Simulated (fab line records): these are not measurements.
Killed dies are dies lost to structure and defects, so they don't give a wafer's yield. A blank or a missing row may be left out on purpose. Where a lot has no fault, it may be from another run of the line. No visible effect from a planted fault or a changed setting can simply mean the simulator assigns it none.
Matching of chambers -- flow nand-harc -- NHARC_P_M1_DESCUM_14 on rie-diel-04 has 4 sister chambers
The step chemistry O2, time 3 s. 16 wafers are shown with their chamber, then 8 later ones without.

WAFERS WITH THEIR CHAMBER
wafer,chamber,showerhead-plenum-p-Torr (Torr),drypump-motor-current-A (A),chamber-pressure-mTorr (mTorr)
L074.1,3,2.01,6.4,59.94
L074.2,2,1.95,5.4,59.99
L074.6,0,2.03,5.6,59.99
L085.1,1,2.06,6.0,60.01
L085.5,3,2.00,6.4,59.89
L085.6,0,2.03,5.6,60.03
L088.2,0,2.03,5.6,60.00
L088.4,3,2.00,6.4,60.09
L088.6,2,1.95,5.5,60.14
L086.1,0,2.03,5.6,60.01
L086.2,3,2.00,6.4,59.96
L086.4,1,2.06,6.0,59.99
L087.1,0,2.03,5.6,60.07
L087.3,3,2.00,6.4,59.94
L087.5,2,1.95,5.5,60.09
L093.1,3,2.00,6.4,60.02

SIGNATURES (means of the wafers above)
reading,chamber 0,chamber 1,chamber 2,chamber 3,scatter within a chamber
showerhead-plenum-p-Torr,2.0300,2.0600,1.9500,2.0017,0.00264
drypump-motor-current-A,5.600,6.000,5.467,6.400,0.0236
chamber-pressure-mTorr,60.0200,60.0000,60.0733,59.9733,0.0585
Rule: a wafer lies at a distance from a chamber equal to the root of the sum of squares, over the readings, of (its reading less the chamber's mean, divided by the reading's scatter). The wafer belongs to the nearest chamber; if the next one is less than 2 further off, it can't be placed. The scatter: the root of (the sum of the squares of (reading less its chamber's mean) over the shown wafers, divided by (wafers less chambers)).

WAFERS WITHOUT THEIR CHAMBER
wafer,showerhead-plenum-p-Torr (Torr),drypump-motor-current-A (A),chamber-pressure-mTorr (mTorr)
L093.2,2.06,6.0,59.96
L093.3,2.03,5.6,59.94
L092.1,2.06,6.0,60.00
L092.3,2.00,6.4,59.95
L092.5,2.06,6.0,60.09
L097.1,2.00,6.4,60.00
L097.2,2.06,6.0,60.02
L097.6,1.95,5.5,59.99

WHICH CHAMBER EACH ONE RAN IN
wafer,from the rows above,in truth
L093.2,1,1
L093.3,0,0
L092.1,1,1
L092.3,3,3
L092.5,1,1
L097.1,3,3
L097.2,1,1
L097.6,2,2
Placed correctly: 8 of 8. Left unplaced by these rows: 0. Number placed wrongly: 0.
